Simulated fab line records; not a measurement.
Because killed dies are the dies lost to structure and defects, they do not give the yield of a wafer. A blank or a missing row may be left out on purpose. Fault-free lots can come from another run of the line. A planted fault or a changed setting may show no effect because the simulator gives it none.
A struck lot beside a sound one -- flow nand_harc -- 14 steps out of a route of 1302
Sound: the wafers L726.3, L726.5, L726.6. Wafers struck: L732.1, L732.4, L732.6. Last of all comes the cause.
Per side, at each step with rows, come the tool, then ch with its chambers, and then its first start. Under that, the readings that differ: sound wafers -- struck wafers -- difference of the means -- sigmas: that difference in standard deviations of wafers without a fault.
alike: a reading whose means differ by less than 2 such deviations, as well as words and numbers matching on both sides. not compared: withheld readings; readings where some wafer has no value; bounds like >300 that might hide an equal value; numbers whose values overlap and for which the record gives no deviation.
A row with sigmas, a row that says differs or no value, or rows on one side alone: a step with any of these is where the two part. Numbers that have no deviation but don't overlap get no sigmas and don't part them. A reading that every wafer of one side lacks parts them only if that side has two wafers or more.

first, 1 step without rows for these wafers: NHARC_P_GATE_HARDBAKE_47 (time 80 s).
NHARC_P_GATE_DESCUM_48: chemistry O2, time 3 s.
  sound on rie_diel-05 ch 1,2, day 6 15:30; struck on rie_diel-10 ch 0,2,3, day 9 06:32
  alike: drypump_motor_current_A, o2_flow_sccm, oes_product_au, rf_vpp_V, showerhead_plenum_p_Torr, throttle_valve_pct
  not compared: rf_hours_counter_h
then, 1 step without rows for these wafers: NHARC_P_GATE_IMPLANT_49.
NHARC_P_GATE_STRIP_111: strips in N2/H2, time 250 s.
  sound on plasma_asher-01 ch 0,1, day 6 15:58; struck on plasma_asher-02 ch 0, day 9 06:57
reading,sound,struck,difference,sigmas
drypump_motor_current_A (A),5.1 5.1 4.9,5.9 5.9 5.9,+0.9,+3
  alike: heater_power_w
  not compared: rf_hours_counter_h
NHARC_P_GATE_STRIP_75: strips in O2.
  sound on plasma_asher-01 ch 0,1, day 6 16:11; struck on plasma_asher-02 ch 0, day 9 07:13
reading,sound,struck,difference,sigmas
drypump_motor_current_A (A),5.1 5.1 5.0,5.9 6.0 5.9,+0.9,+3
  alike: heater_power_w
  not compared: rf_hours_counter_h
then, 7 steps without rows for these wafers: NHARC_P_GATE_STRIP_50 (strips in SPM, time 900 s); NHARC_P_GATE_DEHYDRATE_51 (time 120 s); NHARC_P_GATE_HMDS_52 (time 30 s); NHARC_P_GATE_COAT_53; NHARC_P_GATE_SOFTBAKE_54 (time 95 s); NHARC_P_GATE_EBR_55; NHARC_P_GATE_EXPOSE_56 (exposes mask P PSD, target cd 720 nm).
NHARC_P_GATE_PEB_57: peb time 85 s.
  sound on litho_track-07 ch 0, day 6 16:53; struck on litho_track-05, day 9 08:02
  no value came back on the struck wafers for chill_plate_temp_C (C), exhaust_pa (Pa); on the sound wafers chill_plate_temp_C (C) reads 22.81 22.88 23.04
then, 1 step without rows for these wafers: NHARC_P_GATE_DEVELOP_58 (time 70 s).

WHERE THEY PART
At NHARC_P_GATE_STRIP_111 first; at NHARC_P_GATE_PEB_57 last (within this record only).

WHY: what had been put in by the simulator
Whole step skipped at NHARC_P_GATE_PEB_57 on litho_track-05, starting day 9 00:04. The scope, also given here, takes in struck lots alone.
